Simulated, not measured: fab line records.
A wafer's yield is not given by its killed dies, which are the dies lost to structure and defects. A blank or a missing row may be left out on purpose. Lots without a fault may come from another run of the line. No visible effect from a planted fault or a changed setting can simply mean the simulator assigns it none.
Chamber matching | flow nand harc | NHARC_A_STAIRCASE_STRIP_476 on rie diel-01 has 4 sister chambers
The step strips in O2, time 20 s. 4 wafers are shown with their chamber, then 8 later ones without.

== WAFERS WITH THEIR CHAMBER ==
wafer  | chamber | showerhead plenum p Torr (Torr)
L080.2 | 0       | 3.77
L082.2 | 1       | 3.30
L082.5 | 2       | 3.71
L084.2 | 3       | 3.39

== WAFERS WITHOUT THEIR CHAMBER ==
wafer  | showerhead plenum p Torr (Torr)
L084.4 | 3.29
L084.6 | 3.70
L087.3 | 3.76
L087.4 | 3.70
L087.6 | 3.70
L091.3 | 3.75
L091.4 | 3.38
L091.6 | 3.28

== EACH ONE'S CHAMBER ==
wafer  | from the rows above     | in truth
L084.4 | 1                       | 1
L084.6 | 2                       | 2
L087.3 | 0                       | 0
L087.4 | 2                       | 2
L087.6 | 2                       | 2
L091.3 | can't be placed: 0 or 2 | 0
L091.4 | 3                       | 3
L091.6 | 1                       | 1
Placed correctly: 7 of 8. Cannot be placed on the basis of these rows: 1; the candidates contain the true chamber in 1. Placed wrongly: 0.
How it was worked out, from the rows above alone: a wafer's distance from a chamber is the root of the sum, over the readings, of the square of ((its reading less the chamber's mean) divided by the reading's scatter). If the next closest chamber is less than 2 further off than the closest, the wafer can't be placed; otherwise it belongs to the closest. For every chamber, the mean is computed from those of its wafers that are shown. The scatter (one wafer shown for each chamber): square how far every hidden wafer sits from the nearest shown wafer, average those squares and take the square root.
